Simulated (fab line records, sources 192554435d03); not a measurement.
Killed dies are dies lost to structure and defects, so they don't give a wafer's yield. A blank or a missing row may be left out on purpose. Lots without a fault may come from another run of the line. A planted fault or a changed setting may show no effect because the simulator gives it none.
fab line records | flow n5_finfet
record lots=13 wafers=34 last_day=17
route steps=1938 shown BEOL_M0_SAQP@634
lots that met no fault: from a run of the same line without faults
start_h: hours from the record's first day to the start of the lot's first wafer shown | wait_h: hours since the lot's step before | " the same as in the row above | L1.1+2: a row that stands for several wafers | - no value, or no start given | * or withheld: withheld | < > ~ a bound
route shown NAME@n: a module of which the file shows steps, and the number in the route of the first | usual: mean/standard deviation of fault-free wafers | same: alike in all rows | chamber/n: place in a boat | sites: the reading at each site | _std_site: their standard deviation | _edge_site: outer sites' mean less inner sites' | radius_mm: how far each site lies from the wafer's centre | mask NAME#n: copy n | behind: the tool/chamber that last shaped the wafer | hold: why the lot was held/for how many hours/how that ended | device: the transistor (n, p or np) that didn't switch | end of line: the same wafers' tests at the end of the route | a step without rows: its recipe alone | killed: dies lost to structure and defects at the first sort, not the wafer's yield | map: a wafer's dies, x killed, . not, _ none there
set.NAME: the setting as run; set.NAME@STEP: as run at that earlier step | model.NAME: the simulator's own value behind a step, which no gauge read
steps of the route over a sample of lots; a table a step, a row a wafer
services: from which hour (start_h, from the record's first day; less than 0 if before it) a tool's chamber was out of use, for how many hours, and why
## steps
# step N5_BEOL_M0_SAQP_HM_DEP_02
# recipe material=TiN target_thk_a=120 temp_c=25 chamber_pressure_pa=0.49996
# usual throttle_valve_pct=29.7/1.1
# columns lot.wafer tool chamber start_h wait_h throttle_valve_pct
L854.4 pvd_sputter-01 - 114.08 1.1 32.1
L854.5 " - " " 32.2
L854.6 " - " " 28.5
L856.3 pvd_sputter-02 - 122.92 0.9 30.0
L856.6 " - " " 28.6
L858.1 pvd_sputter-03 - 139.22 0.1 28.8
L858.2 " - " " 29.8
L861.1 pvd_sputter-03 - 152.85 0.6 28.6
L861.3 " - " " 29.0
L861.4 " - " " 30.1
L862.1 pvd_sputter-02 - 157.53 0.9 30.6
L862.4 " - " " 28.1
L862.5 " - " " 30.2
L867.1 pvd_sputter-03 - 192.37 1.8 28.8
L867.5 " - " " 30.1
L869.1 pvd_sputter-03 - 200.66 0.4 30.8
L869.3 " - " " 30.1
L869.5 " - " " 28.7
L870.2 pvd_sputter-02 - 205.43 1.7 30.0
L870.6 " - " " 29.9
L871.1 pvd_sputter-01 - 211.35 0.5 29.2
L871.2 " - " " 29.3
L872.2 pvd_sputter-02 - 217.61 0.8 30.5
L872.3 " - " " 30.2
L872.4 " - " " 30.1
L874.2 pvd_sputter-01 - 231.56 0.8 28.3
L874.5 " - " " 31.7
L874.6 " - " " 29.4
L875.4 pvd_sputter-01 - 238.04 0.7 29.2
L875.5 " - " " 28.5
L875.6 " - " " 31.9
L876.2 pvd_sputter-02 - 245.90 0.3 30.3
L876.4 " - " " 30.0
L876.6 " - " " 29.9
# step N5_BEOL_M0_SAQP_PECVD_97
# recipe material=SiNx target_thk_a=230 temp_c=350 precursor=SiH4/NH3/N2 pressure_torr=1.5 rf_w=300 time_s=19.9
# usual heater_power_outer_w=304/54 heater_power_w=540/73 showerhead_plenum_p_Torr=5.13/0.062 throttle_valve_pct=40.9/1.5
# columns lot.wafer tool chamber start_h wait_h heater_power_outer_w heater_power_w showerhead_plenum_p_Torr throttle_valve_pct
L854.4 pecvd-02 1 114.30 0.0 347 565 5.07 40.5
L854.5 " 0 " " 375 640 5.19 40.7
L854.6 " 2 " " 324 544 5.07 41.0
L856.3 pecvd-03 1 123.11 0.0 329 557 5.03 40.7
L856.6 " 2 " " 279 496 5.14 37.8
L858.1 pecvd-02 0 139.42 0.0 349 598 5.18 40.7
L858.2 " 1 " " 363 592 5.07 40.7
L861.1 pecvd-03 1 153.05 0.0 379 617 5.03 40.2
L861.3 " 2 " " 234 443 5.14 38.4
L861.4 " 0 " " 220 430 5.20 43.4
L862.1 pecvd-01 2 157.73 0.0 257 478 5.15 39.6
L862.4 " 0 " " 251 494 5.17 42.3
L862.5 " 2 " " 258 480 5.16 39.5
L867.1 pecvd-02 2 192.57 0.0 317 544 5.08 40.9
L867.5 " 0 " " 369 651 5.18 41.2
L869.1 pecvd-02 0 200.85 0.0 383 691 5.18 41.2
L869.3 " 1 " " 366 609 5.07 40.5
L869.5 " 0 " " 394 680 5.20 41.0
L870.2 pecvd-03 2 205.63 0.0 236 441 5.14 38.7
L870.6 " 2 " " 238 447 5.15 38.7
L871.1 pecvd-03 1 211.54 0.0 363 613 5.03 40.0
L871.2 " 2 " " 248 449 5.15 38.8
L872.2 pecvd-03 2 217.80 0.0 256 461 5.15 38.7
L872.3 " 0 " " 274 493 5.20 43.4
L872.4 " 0 " " 283 498 5.22 43.3
L874.2 pecvd-01 1 231.76 0.0 291 572 5.14 41.9
L874.5 " 0 " " 257 510 5.16 42.5
L874.6 " 1 " " 294 581 5.14 41.6
L875.4 pecvd-03 2 238.30 0.0 258 481 5.16 39.3
L875.5 " 2 " " 253 471 5.15 39.1
L875.6 " 1 " " 350 583 5.03 40.3
L876.2 pecvd-03 2 246.09 0.0 273 482 5.14 39.0
L876.4 " 1 " " 319 523 5.02 40.6
L876.6 " 0 " " 257 484 5.21 43.6
# step N5_BEOL_M0_SAQP_DEVELOP_13
# recipe develop_time_s=30 developer=TMAH resist=CAR-ArF dev_temp_c=23 rinse_liquid=diw dry=air_spin
# usual chill_plate_temp_C=23.02/0.1 develop_time_s=30/0
# columns lot.wafer tool chamber start_h wait_h chill_plate_temp_C develop_time_s
L854.4 litho_track-03 0 114.84 - 23.10 30
L854.5 " 0 " " 23.16 30
L854.6 " 0 " " 23.13 30
L856.3 litho_track-03 0 123.55 - 22.99 30
L856.6 " 0 " " 23.00 30
L858.1 litho_track-02 0 140.02 - 23.03 30
L858.2 " 0 " " 23.12 30
L861.1 litho_track-03 - 153.60 - - -
L861.3 " - " " - -
L861.4 " - " " - -
L862.1 litho_track-04 - 158.30 - - -
L862.4 " - " " - -
L862.5 " - " " - -
L867.1 litho_track-04 0 193.13 - 23.11 30
L867.5 " 0 " " 22.98 30
L869.1 litho_track-04 0 201.41 - 23.08 30
L869.3 " 0 " " 22.85 30
L869.5 " 0 " " 23.07 30
L870.2 litho_track-03 0 206.09 - 22.96 30
L870.6 " 0 " " 22.89 30
L871.1 litho_track-03 0 211.98 - 22.92 30
L871.2 " 0 " " 22.92 30
L872.2 litho_track-03 0 218.24 - 23.08 30
L872.3 " 0 " " 23.14 30
L872.4 " 0 " " 23.04 30
L874.2 litho_track-02 0 232.32 - 23.12 30
L874.5 " 0 " " 23.17 30
L874.6 " 0 " " 23.12 30
L875.4 litho_track-03 0 238.89 - 23.06 30
L875.5 " 0 " " 23.19 30
L875.6 " 0 " " 22.96 30
L876.2 litho_track-04 0 246.53 - 22.92 30
L876.4 " 0 " " 22.91 30
L876.6 " 0 " " 22.72 30
# step N5_BEOL_M0_SAQP_DESCUM_19
# recipe chemistry=O2 time_s=7.9 source_power_w=50 bias_power_w=20 pressure_mtorr=20 rf_frequency_hz=2.712e+07 temp_c=40 resist=CAR-ArF o2_flow_sccm=225
# usual drypump_motor_current_A=5.5/0.58 oes_product_au=0.78/0.083 rf_vpp_V=243.0/1.6 showerhead_plenum_p_Torr=2.08/0.086 throttle_valve_pct=20.50/0.26
# columns lot.wafer tool chamber start_h wait_h drypump_motor_current_A oes_product_au rf_hours_counter_h rf_vpp_V showerhead_plenum_p_Torr throttle_valve_pct
L854.4 rie_diel-03 1 115.00 0.1 5.1 0.95 7 244.7 2.23 20.08
L854.5 " 0 " " 5.9 0.69 - 244.6 2.18 20.40
L854.6 " 1 " " 5.0 0.95 - 246.6 2.23 20.10
L856.3 rie_diel-06 0 123.75 0.1 6.2 0.73 205 241.0 1.97 20.75
L856.6 " 3 " " 4.8 0.87 - 243.8 2.11 20.40
L858.1 rie_diel-06 0 140.16 0.0 6.3 0.72 211 241.1 1.97 20.75
L858.2 " 1 " " 5.4 0.81 85 245.7 2.19 20.16
L861.1 rie_diel-02 3 153.75 0.0 6.0 0.67 249 244.1 2.14 20.46
L861.3 " 1 " " 5.5 0.71 222 242.5 2.08 20.94
L861.4 " 2 " " 5.6 0.86 66 241.8 2.03 20.40
L862.1 rie_diel-03 3 158.45 0.0 6.5 0.70 226 241.7 1.98 20.57
L862.4 " 1 " " 5.0 0.91 19 244.7 2.22 20.11
L862.5 " 0 " " 5.9 0.68 - 243.3 2.18 20.41
L867.1 rie_diel-06 0 193.40 0.2 6.2 0.72 223 243.0 1.97 20.79
L867.5 " 1 " " 5.4 0.79 - 244.2 2.18 20.19
L869.1 rie_diel-02 2 201.90 0.4 5.7 0.82 82 241.1 2.03 20.43
L869.3 " 1 " " 5.5 0.69 238 242.8 2.07 20.96
L869.5 " 0 " " 5.7 0.74 - 238.2 1.94 20.75
L870.2 rie_diel-02 2 206.23 0.0 5.6 0.83 83 241.8 2.03 20.43
L870.6 " 1 " " 5.5 0.70 - 243.0 2.07 20.99
L871.1 rie_diel-03 3 212.12 0.0 6.5 0.70 246 242.6 1.98 20.58
L871.2 " 2 " " 5.2 0.85 57 242.1 2.05 20.56
L872.2 rie_diel-03 3 218.38 0.0 6.4 0.70 248 240.7 1.98 20.61
L872.3 " 1 " " 5.0 0.87 43 245.2 2.22 20.16
L872.4 " 3 " " 6.5 0.69 - 241.1 1.98 20.59
L874.2 rie_diel-06 2 232.47 0.0 4.7 0.69 244 242.3 2.06 20.77
L874.5 " 1 " " 5.4 0.77 - 244.0 2.18 20.21
L874.6 " 0 " " 6.2 0.70 - 241.6 1.96 20.79
L875.4 rie_diel-06 1 239.04 0.0 5.4 0.78 115 243.9 2.18 20.20
L875.5 " 1 " " 5.4 0.77 - 243.3 2.18 20.21
L875.6 " 2 " " 4.7 0.70 - 242.8 2.06 20.79
L876.2 rie_diel-06 1 246.67 0.0 5.4 0.76 116 243.6 2.18 20.21
L876.4 " 0 " " 6.2 0.70 238 240.6 1.96 20.78
L876.6 " 1 " " 5.4 0.77 - 246.0 2.18 20.21
## services
# columns tool chamber start_h hours kind
rie_diel-06 - 98.98 0.4 repair
pecvd-03 2 101.60 5.5 scheduled_down
rie_diel-03 0 115.96 8.9 repair
pecvd-01 2 126.20 21.6 repair
pecvd-03 1 146.17 2.1 scheduled_down
pecvd-03 - 150.42 1.3 repair
rie_diel-02 3 159.07 - clean
rie_diel-02 3 159.07 - consumable_replace:focus_ring
rie_diel-02 3 159.07 16.3 scheduled_down
rie_diel-02 3 159.07 16.3 vent_cycle
rie_diel-06 0 163.38 9.6 repair
pecvd-01 - 177.10 1.7 repair
pecvd-03 2 194.62 2.1 scheduled_down
pecvd-02 2 202.38 - clean
pecvd-02 2 202.38 - consumable_replace:showerhead
pecvd-02 2 202.38 29.0 scheduled_down
pecvd-02 2 202.38 29.0 vent_cycle
pecvd-03 0 235.17 7.8 repair
pecvd-02 - 236.17 23.9 repair
rie_diel-02 1 245.26 - clean
rie_diel-02 1 245.26 - consumable_replace:focus_ring
rie_diel-02 1 245.26 17.8 scheduled_down
rie_diel-02 1 245.26 17.8 vent_cycle
## key
first_sign step=N5_BEOL_M0_SAQP_DEVELOP_13 reading=tool_record direction=missing
effect none on later readings
met_at N5_BEOL_M0_SAQP_DEVELOP_13
struck_lots L861,L862
later_rows_left_out L861.1,L861.3,L861.4,L862.1,L862.4,L862.5
sort_left_out L861.1,L861.3,L861.4,L862.1,L862.4,L862.5
not_acting_at N5_BEOL_M0_SAQP_HM_DEP_02,N5_BEOL_M0_SAQP_PECVD_97,N5_BEOL_M0_SAQP_DESCUM_19
onset_between 123.55 153.60
fault kind=skipped_step_whole tool=litho_track-03,litho_track-04 chamber=- onset_h=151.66 steps=N5_BEOL_M0_SAQP_DEVELOP_13 scope=struck_lots_only
# sort_left_out: the simulated sort isn't trusted on such a fault, so these wafers' sort isn't shown, and their yield isn't known
# later_rows_left_out: the simulator's readings of these wafers behind a module that went badly wrong aren't trusted and aren't shown, but for the sort
